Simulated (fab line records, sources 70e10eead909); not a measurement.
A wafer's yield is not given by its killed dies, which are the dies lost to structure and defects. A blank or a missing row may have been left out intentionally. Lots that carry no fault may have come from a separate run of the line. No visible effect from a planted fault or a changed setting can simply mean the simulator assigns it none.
Chamber matching | flow nand-harc | 4 sister chambers for NHARC_A_CHANNEL_HOLE_D1_ETCH_44 on rie-diel-04
The step etches the open film in CF4/O2, target depth 140 nm, overetch 14 nm, time 77 s. 8 wafers are shown with their chamber, then 7 later ones without.

## WAFERS, EACH WITH ITS CHAMBER
wafer  | chamber | rf-vpp-V (V) | oes-product-au (a.u.)
L248.1 | 0       | 198.0        | 1.002
L251.6 | 0       | 197.6        | 1.021
L255.5 | 1       | 199.2        | 1.035
L256.1 | 2       | 197.6        | 0.983
L256.2 | 3       | 195.8        | 1.020
L256.6 | 3       | 195.5        | 1.030
L263.2 | 1       | 198.1        | 1.023
L263.3 | 2       | 196.9        | 0.980

## WAFERS WITHOUT THEIR CHAMBER
wafer  | rf-vpp-V (V) | oes-product-au (a.u.)
L263.4 | 197.9        | 1.023
L266.2 | 197.2        | 1.018
L266.4 | 198.4        | 0.996
L266.5 | 198.2        | 0.987
L270.3 | 197.5        | 0.994
L270.4 | 196.4        | 1.012
L270.5 | 197.4        | 1.001

## EACH ONE'S CHAMBER
wafer  | from the rows above          | in truth
L263.4 | can't be placed: 0 or 1      | 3
L266.2 | can't be placed: 0 or 1 or 3 | 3
L266.4 | can't be placed: 0 or 2 or 1 | 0
L266.5 | can't be placed: 2 or 0      | 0
L270.3 | can't be placed: 2 or 0      | 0
L270.4 | can't be placed: 3 or 0 or 2 | 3
L270.5 | can't be placed: 0 or 2      | 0
0 of 7 placed correctly. These rows do not allow placing 7 (true chamber among the candidates in 6). Placed wrongly: 0.
How it was worked out, from the rows above alone: a wafer's distance from a chamber is the root of the sum, over the readings, of the square of ((its reading less the chamber's mean) divided by the reading's scatter). The wafer belongs to the nearest chamber; if the next one is less than 2 further off, it can't be placed. The mean given for a chamber averages the wafers shown for that chamber. The scatter: take each reading less its chamber's mean, square it, sum over the shown wafers, divide by the number of wafers less the number of chambers, and take the root.
